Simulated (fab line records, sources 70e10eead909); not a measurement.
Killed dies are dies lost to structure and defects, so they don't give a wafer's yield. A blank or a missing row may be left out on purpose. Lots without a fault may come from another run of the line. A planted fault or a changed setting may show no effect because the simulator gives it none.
A struck lot beside a sound one | flow nand_harc | 15 steps out of a route of 1159
Sound: wafers L840.2, L840.3, L840.6. Struck: wafers L849.2, L849.4, L849.6. The cause comes at the end.
At each step with rows: each side's tool, then ch and its chambers, then its first start. Under that, the readings that differ: sound wafers | struck wafers | difference of the means | sigmas: that difference in standard deviations of wafers without a fault.
alike: readings whose means differ by less than 2 such deviations, and words and numbers that are the same on both sides. not compared: withheld readings, readings that some wafer has no value for, bounds like >300 that may hide the same value, and numbers for which the record gives no deviation and whose values overlap.
The two part at a step that has a row with sigmas, a row that says differs or no value, or rows on one side only. Numbers that don't overlap but have no deviation are shown without sigmas and don't part them. A reading that every wafer of one side lacks parts them only if that side has two wafers or more.

first, 1 step without rows for these wafers: NHARC_A_ONON_D1_DEP_06 (target thk 1000 nm).
NHARC_A_ONON_D1_THK_MEAS_08: measures by ellipsometry.
  sound on film_metro-02, day 7 07:11; struck on film_metro-01, day 9 23:37
  alike: thk_nm
then, 1 step without rows for these wafers: NHARC_A_ONON_D1_DEP_09 (target thk 1000 nm).
NHARC_A_ONON_D1_THK_MEAS_11: measures by ellipsometry.
  sound on film_metro-02, day 7 07:45; struck on film_metro-02, day 10 00:10
  alike: thk_nm
then, 1 step without rows for these wafers: NHARC_A_ONON_D1_DEP_12 (target thk 1000 nm).
NHARC_A_ONON_D1_THK_MEAS_14: measures by ellipsometry.
  sound on film_metro-01, day 7 08:20; struck on film_metro-01, day 10 00:45
  alike: thk_nm
then, 2 steps without rows for these wafers: NHARC_A_ONON_D1_ANNEAL_15 (time 3600 s); NHARC_A_ONON_D1_DEP_16 (target thk 1000 nm).
NHARC_A_ONON_D1_THK_MEAS_18: measures by ellipsometry.
  sound on film_metro-02, day 7 19:09; struck on film_metro-01, day 10 08:31
  alike: thk_nm
then, 1 step without rows for these wafers: NHARC_A_ONON_D1_DEP_19 (target thk 1000 nm).
NHARC_A_ONON_D1_THK_MEAS_21: measures by ellipsometry.
  sound on film_metro-02, day 7 19:43; struck on film_metro-02, day 10 09:05
  alike: thk_nm
NHARC_A_ONON_D1_DEP_22: target thk 1000 nm.
  sound on pecvd_onon-02 ch 0, day 7 19:49; struck on pecvd_onon-01 ch 0, day 10 09:12
NHARC_A_ONON_D1_THK_MEAS_24: measures by ellipsometry.
  sound on film_metro-02, day 7 20:17; struck on film_metro-02, day 10 09:39
  reading     | sound       | struck      | difference | sigmas
  thk_nm (nm) | 987 990 989 | 701 703 701 | -287       | -26
then, 1 step without rows for these wafers: NHARC_A_ONON_D1_DEP_25 (target thk 1000 nm).
-- the record jumps here: 12 days lie between the struck wafers' starts before and after (it left off in module A_ONON_D1 and takes up again in module END, whose first step shown is number 1159 of the route) --
NHARC_END_SORT_01:
  the record has rows for the struck wafers here (prober-01 ch 0, day 22 07:48) and none for the sound ones

WHERE THEY PART
First at NHARC_A_ONON_D1_THK_MEAS_24; last, within this record, at NHARC_END_SORT_01.

WHY: what the simulator had put in
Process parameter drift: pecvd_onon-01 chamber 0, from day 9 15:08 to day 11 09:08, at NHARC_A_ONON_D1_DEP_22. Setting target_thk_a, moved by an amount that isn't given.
